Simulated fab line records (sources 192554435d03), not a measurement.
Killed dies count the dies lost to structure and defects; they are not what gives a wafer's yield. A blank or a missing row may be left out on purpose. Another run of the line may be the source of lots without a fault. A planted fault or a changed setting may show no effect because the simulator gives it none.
Chamber matching | flow n5Finfet | aldHk-02 running N5_HKMG_FIN_HK_ALD_01: 4 sister chambers
The step deposits HfO2, target thk 1.6 nm, pulse time 3 s, purge time 3 s. 8 wafers are shown with their chamber, then 10 later ones without.

## EACH WAFER AND ITS CHAMBER
wafer  | chamber | precursorPulseHeightRel
L078.5 | 3       | 1.013
L079.4 | 1       | 0.988
L079.6 | 1       | 0.975
L085.2 | 2       | 0.986
L085.4 | 0       | 0.942
L085.6 | 2       | 0.987
L087.1 | 0       | 0.984
L087.2 | 3       | 0.976

## WAFERS MISSING THEIR CHAMBER
wafer  | precursorPulseHeightRel
L087.6 | 1.027
L093.1 | 1.005
L093.4 | 0.979
L093.6 | 1.005
L094.1 | 0.994
L094.3 | 1.005
L094.4 | 0.992
L096.3 | 1.005
L096.4 | 0.977
L096.5 | 1.015

## CHAMBER TAKEN BY EACH
wafer  | from the rows above               | in truth
L087.6 | can't be placed: 3 or 2 or 1 or 0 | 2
L093.1 | can't be placed: 3 or 2 or 1 or 0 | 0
L093.4 | can't be placed: 1 or 2 or 3 or 0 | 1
L093.6 | can't be placed: 3 or 2 or 1 or 0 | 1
L094.1 | can't be placed: 3 or 2 or 1 or 0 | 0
L094.3 | can't be placed: 3 or 2 or 1 or 0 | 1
L094.4 | can't be placed: 3 or 2 or 1 or 0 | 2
L096.3 | can't be placed: 3 or 2 or 1 or 0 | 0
L096.4 | can't be placed: 1 or 2 or 0 or 3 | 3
L096.5 | can't be placed: 3 or 2 or 1 or 0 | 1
Correctly placed: 0 of 10. Unplaceable from these rows: 10, with the true chamber sitting among the candidates in 10. Placed wrongly: 0.
How it was worked out, from the rows above alone: a wafer's distance from a chamber is the root of the sum, over the readings, of the square of ((its reading less the chamber's mean) divided by the reading's scatter). If the next closest chamber is less than 2 further off than the closest, the wafer can't be placed; otherwise it belongs to the closest. Each chamber's mean is taken over the wafers shown for it. How the scatter is found: for the shown wafers, subtract from each reading the mean of its chamber, square and add these, divide the total by (wafers less chambers), then take the root.
